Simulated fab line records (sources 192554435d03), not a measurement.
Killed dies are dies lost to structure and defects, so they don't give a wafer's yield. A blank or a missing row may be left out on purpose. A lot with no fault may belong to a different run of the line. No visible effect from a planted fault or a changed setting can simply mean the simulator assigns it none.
What tool caused it?    flow n5Finfet    Sampling: 10 lots, 29 wafers, 4 of 1938 route steps

## WHAT EACH GAUGE READ, for each wafer
N5_BEOL_M13_THK_MEAS_01.
lot   measured      on            M13_ILD_THK (nm)
L898  day 11 17:37  filmMetro-02  836 842 854
L899  day 12 03:20  filmMetro-01  839 855 852
L902  day 12 11:00  filmMetro-02  827 828 836
L904  day 13 10:06  filmMetro-01  830 841 836
L910  day 14 12:53  filmMetro-02  517 845
L914  day 15 15:16  filmMetro-01  828 825 827
L915  day 15 22:01  filmMetro-01  825 841 848
L916  day 15 23:27  filmMetro-01  829 824 848
L917  day 15 23:43  filmMetro-01  836 831 842
L918  day 16 11:12  filmMetro-01  817 838 841

## EACH LOT AND THE TOOL THAT RAN IT (in order: tool; ch and the chambers of the sampled wafers; start)
lot   N5_BEOL_M12_STRIP_37                 N5_BEOL_M12_PRE_CLEAN_42     N5_BEOL_M13_ILD_DEP_00
L898  plasmaAsher-01 ch 0,1, day 11 14:49  pvdSputter-01, day 11 16:13  pecvd-01 ch 0,2, day 11 17:28
L899  plasmaAsher-01 ch 0,1, day 11 23:43  pvdSputter-03, day 12 01:39  pecvd-01 ch 0,2, day 12 03:11
L902  plasmaAsher-02 ch 0,1, day 12 07:19  pvdSputter-01, day 12 09:36  pecvd-02 ch 0,1,2, day 12 10:50
L904  plasmaAsher-02 ch 0, day 13 05:58    pvdSputter-01, day 13 08:42  pecvd-02 ch 1,2, day 13 09:56
L910  plasmaAsher-01 ch 0,1, day 14 10:22  pvdSputter-02, day 14 11:16  pecvd-02 ch 2, day 14 12:44
L914  plasmaAsher-01 ch 0,1, day 15 12:23  pvdSputter-02, day 15 13:50  pecvd-01 ch 0,1, day 15 15:07
L915  plasmaAsher-02 ch 0,1, day 15 17:42  pvdSputter-01, day 15 20:37  pecvd-03 ch 0,2, day 15 21:52
L916  plasmaAsher-02 ch 0,1, day 15 18:57  pvdSputter-02, day 15 22:03  pecvd-01 ch 1,2, day 15 23:17
L917  plasmaAsher-02 ch 1, day 15 20:22    pvdSputter-01, day 15 22:04  pecvd-01 ch 0,2, day 15 23:34
L918  plasmaAsher-01 ch 1, day 16 07:47    pvdSputter-01, day 16 09:34  pecvd-03 ch 0, day 16 10:59
- N5_BEOL_M12_STRIP_37: strips in N2/H2.
- N5_BEOL_M12_PRE_CLEAN_42: time 30 s.
- N5_BEOL_M13_ILD_DEP_00: deposits SiOC from DEMS/O2, target thk 837.92 nm, time 166.4 s.

## THE ANSWER, worked out from the rows above alone
Rule: what is usual is taken from the lots themselves. Put in order of their means at a reading, lots are off if they are a third of the lots or fewer, leave a main group of 4 or more, and stand apart from it by a gap of 3 or more times the standard deviation of the main group's means; of several such gaps the widest counts. A main group whose means are all the same, to the digits that the tables above print for the reading, isn't used. A lot without any number at a reading at which 4 lots or more have one is off too. The other lots that the step has rows for count as sound.
Off: at N5_BEOL_M13_THK_MEAS_01 (M13_ILD_THK), L910. The main group has a mean of 836 nm with a standard deviation of 6.4.
If a tool, at a process step before that reading, ran all the lots that are off and no sound lot after the first of them, it fits. The gauges at N5_BEOL_M13_THK_MEAS_01 are tried like those tools. Can't be told from this: 2 tools fit, pecvd-02 at N5_BEOL_M13_ILD_DEP_00, filmMetro-02 at N5_BEOL_M13_THK_MEAS_01.

## WHAT THE SIMULATOR HAD PUT IN
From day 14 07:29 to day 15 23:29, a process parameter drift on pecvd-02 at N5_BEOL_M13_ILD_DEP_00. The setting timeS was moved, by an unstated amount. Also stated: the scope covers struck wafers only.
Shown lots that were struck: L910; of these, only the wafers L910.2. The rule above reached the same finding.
